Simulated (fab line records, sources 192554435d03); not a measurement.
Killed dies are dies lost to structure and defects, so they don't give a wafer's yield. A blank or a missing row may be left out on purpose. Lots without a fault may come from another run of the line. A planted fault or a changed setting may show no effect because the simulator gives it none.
Chamber matching | flow n5_finfet | N5_BEOL_M1_ETCHBACK_99 on rie_diel-05: 4 sister chambers
The step etches SiO2 in CHF3, target depth 5 nm, time 10.4 s. 8 wafers are shown with their chamber, then 9 later ones without.

WAFERS WITH THEIR CHAMBER
wafer  | chamber | showerhead_plenum_p_Torr (Torr) | drypump_motor_current_A (A)
L085.5 | 0       | 2.10                            | 6.4
L088.2 | 3       | 2.13                            | 5.4
L091.3 | 1       | 2.27                            | 5.3
L091.4 | 3       | 2.13                            | 5.3
L091.6 | 2       | 2.26                            | 5.4
L092.4 | 2       | 2.26                            | 5.5
L092.5 | 1       | 2.27                            | 5.3
L092.6 | 0       | 2.09                            | 6.3

WAFERS WITHOUT THEIR CHAMBER
wafer  | showerhead_plenum_p_Torr (Torr) | drypump_motor_current_A (A)
L093.1 | 2.26                            | 5.4
L093.4 | 2.27                            | 5.3
L093.6 | 2.27                            | 5.3
L096.1 | 2.27                            | 5.3
L096.3 | 2.09                            | 6.3
L096.4 | 2.09                            | 6.3
L097.1 | 2.09                            | 6.3
L097.3 | 2.12                            | 5.3
L097.6 | 2.12                            | 5.3

WHICH CHAMBER EACH WENT THROUGH
wafer  | from the rows above | in truth
L093.1 | 2                   | 2
L093.4 | 1                   | 1
L093.6 | 1                   | 1
L096.1 | 1                   | 1
L096.3 | 0                   | 0
L096.4 | 0                   | 0
L097.1 | 0                   | 0
L097.3 | 3                   | 3
L097.6 | 3                   | 3
Placed correctly: 9 of 9. Can't be placed from these rows: 0. Placed wrongly: 0.
How it was worked out, from the rows above alone: a wafer's distance from a chamber is the root of the sum, over the readings, of the square of ((its reading less the chamber's mean) divided by the reading's scatter). The wafer belongs to the nearest chamber; if the next one is less than 2 further off, it can't be placed. A chamber's mean is the mean of its shown wafers. The scatter: the root of (the sum of the squares of (reading less its chamber's mean) over the shown wafers, divided by (wafers less chambers)).
